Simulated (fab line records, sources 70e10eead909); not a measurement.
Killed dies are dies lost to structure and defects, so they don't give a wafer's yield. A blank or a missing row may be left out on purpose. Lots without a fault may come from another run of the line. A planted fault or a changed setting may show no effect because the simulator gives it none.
One fault seen from 2 desks | flow nand_harc | each desk has only its own numbers; what lay behind them comes last

THE METROLOGY DESK
What the gauges read, lot by lot, whatever tool the lot ran on: means of the sampled wafers that have a number. A lot is out of limits, marked OUT, if its mean lies more than 4 standard deviations from the usual mean; the brackets give that distance.
Columns: A = thk_nm at NHARC_A_BONDPAD_THK_MEAS_30, usual 199.9 nm
lot  | first seen here | A
L112 | day 23 04:29    | 197.9
L113 | day 23 09:38    | 201.9
L114 | day 23 12:34    | 199.8
L116 | day 24 19:17    | 199.9
L119 | day 25 20:50    | 201.6
L120 | day 25 22:14    | 200.3
L121 | day 26 14:02    | 200.0
L122 | day 27 08:59    | 200.0
L123 | day 27 09:49    | 201.0
L127 | day 28 21:46    | 200.7
L133 | day 32 01:28    | 200.7
L135 | day 32 20:02    | 199.1
L134 | day 33 16:25    | 199.3
This desk's finding: nothing out of limits on any of the 13 lots.

THE TOOL OWNER'S DESK: rie_diel-07
The tool's own readings at NHARC_A_BONDPAD_ETCH_24 (etches the open film in CF4/N2, target depth 30 nm, time 72.99 s): means of the sampled wafers that have a number, for each lot that ran on this tool. A lot is out of limits, marked OUT, if its mean lies more than 4 standard deviations from the usual mean; the brackets give that distance.
Columns: A = drypump_motor_current_A at NHARC_A_BONDPAD_ETCH_24, usual 5.9 A; B = oes_product_au at NHARC_A_BONDPAD_ETCH_24, usual 0.999 a.u.; C = rf_vpp_V at NHARC_A_BONDPAD_ETCH_24, usual 314.3 V; D = run_length_s at NHARC_A_BONDPAD_ETCH_24, usual 94.2 s; E = showerhead_plenum_p_Torr at NHARC_A_BONDPAD_ETCH_24, usual 2.63 Torr; F = throttle_valve_pct at NHARC_A_BONDPAD_ETCH_24, usual 19.795 %
lot  | first seen here | A   | B     | C     | D              | E    | F
L113 | day 23 10:57    | 6.0 | 1.000 | 314.0 | 94.0           | 2.59 | 19.799
L116 | day 24 20:30    | 5.7 | 0.997 | 315.9 | 94.3           | 2.66 | 19.796
L120 | day 25 23:34    | 5.9 | 0.988 | 313.5 | 94.5           | 2.58 | 19.794
L121 | day 26 15:14    | 5.9 | 1.008 | 313.7 | 94.6           | 2.58 | 19.797
L122 | day 27 10:19    | 5.6 | 1.001 | 314.2 | 93.9           | 2.64 | 19.791
L127 | day 28 23:07    | 5.4 | 0.995 | 316.6 | 72.8 (-48) OUT | 2.70 | 19.784
L135 | day 32 21:22    | 6.1 | 0.997 | 314.0 | 94.1           | 2.62 | 19.805
L134 | day 33 17:46    | 5.7 | 0.994 | 314.1 | 93.9           | 2.64 | 19.801
This desk's finding: out of limits on L127; first on L127, day 28 23:07 (run_length_s at NHARC_A_BONDPAD_ETCH_24). In limits: L113, L116, L120, L121, L122, L135, L134.

PUT TOGETHER
The tool owner's desk could have raised an alarm at day 28 23:07, on L127.
The metrology desk saw nothing out of limits.
The metrology desk has L127 on record, within its limits.
Of the lots named, all ran NHARC_A_BONDPAD_ETCH_24 on rie_diel-07.

WHAT THE SIMULATOR HAD PUT IN
Process parameter drift: rie_diel-07, from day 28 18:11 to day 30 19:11, at NHARC_A_BONDPAD_ETCH_24. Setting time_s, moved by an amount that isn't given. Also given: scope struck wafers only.
Lots struck among those shown: L127.
Hours from the fault's start to each desk's first reading out of limits: the tool owner's desk, 5.
